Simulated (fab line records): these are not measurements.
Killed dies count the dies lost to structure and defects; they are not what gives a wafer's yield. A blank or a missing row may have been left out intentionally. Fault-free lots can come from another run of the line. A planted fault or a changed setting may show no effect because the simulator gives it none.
Which tool is to blame? | flow n5 finfet | 12 lots, 36 wafers sampled, at 3 steps of a route of 1938

WHAT THE GAUGES READ, wafer by wafer
N5_BEOL_M12_RS_MEAS_54: measures by four-point-probe.
lot  | measured     | on            | M12_RS (ohm/sq)
L075 | day 10 18:04 | film metro-01 | 0.0597 0.0616 0.0599
L077 | day 11 15:48 | film metro-02 | 0.0585 0.0601 0.0608
L079 | day 12 06:38 | film metro-02 | 0.0595 0.0592 0.0578
L081 | day 12 21:01 | film metro-01 | 0.0596 0.0589 0.0592
L083 | day 13 06:50 | film metro-01 | 0.0593 0.0595 0.0594
L084 | day 13 12:25 | film metro-02 | 0.0587 0.0589 0.0581
L087 | day 14 02:25 | film metro-02 | 0.0597 0.0590 0.0599
L089 | day 14 11:45 | film metro-01 | 0.0595 0.0612 0.0597
L092 | day 15 00:54 | film metro-01 | 0.0589 0.0603 0.0587
L094 | day 16 00:01 | film metro-02 | 0.0590 0.0573 0.0594
L097 | day 16 06:49 | film metro-01 | 0.0602 0.0600 0.0589
L093 | day 16 08:11 | film metro-01 | 0.0575 0.0588 0.0598

WHICH TOOL RAN EACH LOT (tool, then ch and the chambers of the sampled wafers, then the start)
lot  | N5_BEOL_M12_SPUTTER_45       | N5_BEOL_M12_CMP_49
L075 | pvd sputter-01, day 10 17:04 | cmp-04 ch 0,3, day 10 17:41
L077 | pvd sputter-02, day 11 14:45 | cmp-01 ch 1,2, day 11 15:23
L079 | pvd sputter-02, day 12 05:40 | cmp-02 ch 0,1,2, day 12 06:20
L081 | pvd sputter-03, day 12 20:02 | cmp-02 ch 1,2,3, day 12 20:40
L083 | pvd sputter-03, day 13 05:52 | cmp-02 ch 0,2,3, day 13 06:25
L084 | pvd sputter-03, day 13 11:26 | cmp-02 ch 0,1,2, day 13 11:59
L087 | pvd sputter-02, day 14 00:47 | cmp-02 ch 1,2,3, day 14 02:05
L089 | pvd sputter-02, day 14 10:46 | cmp-01 ch 1,2, day 14 11:20
L092 | pvd sputter-03, day 14 23:43 | cmp-01 ch 0,2, day 15 00:31
L094 | pvd sputter-03, day 15 23:02 | cmp-02 ch 0,3, day 15 23:35
L097 | pvd sputter-02, day 16 05:32 | cmp-02 ch 0,1,3, day 16 06:24
L093 | pvd sputter-01, day 16 07:13 | cmp-01 ch 2,3, day 16 07:49
- N5_BEOL_M12_SPUTTER_45: material Cu, target thk 80 nm, time 13.33 s.
- N5_BEOL_M12_CMP_49: polishes, stops on SiOC, t overpolish 20.6 s, target thk 320 nm.

THE ANSWER, worked out from the rows above alone
Rule: usual is defined by the lots themselves. Put in order of their means at a reading, lots are off if they are a third of the lots or fewer, leave a main group of 4 or more, and stand apart from it by a gap of 3 or more times the standard deviation of the main group's means; of several such gaps the widest counts. Not used: any main group whose means are identical at the precision the tables above print for the reading. A lot without any number at a reading at which 4 lots or more have one is off too. Any other lot the step has rows for is counted as sound.
Across all readings shown, no lot is off: no conclusion can be drawn from this.

WHAT HAD BEEN PUT IN BY THE SIMULATOR
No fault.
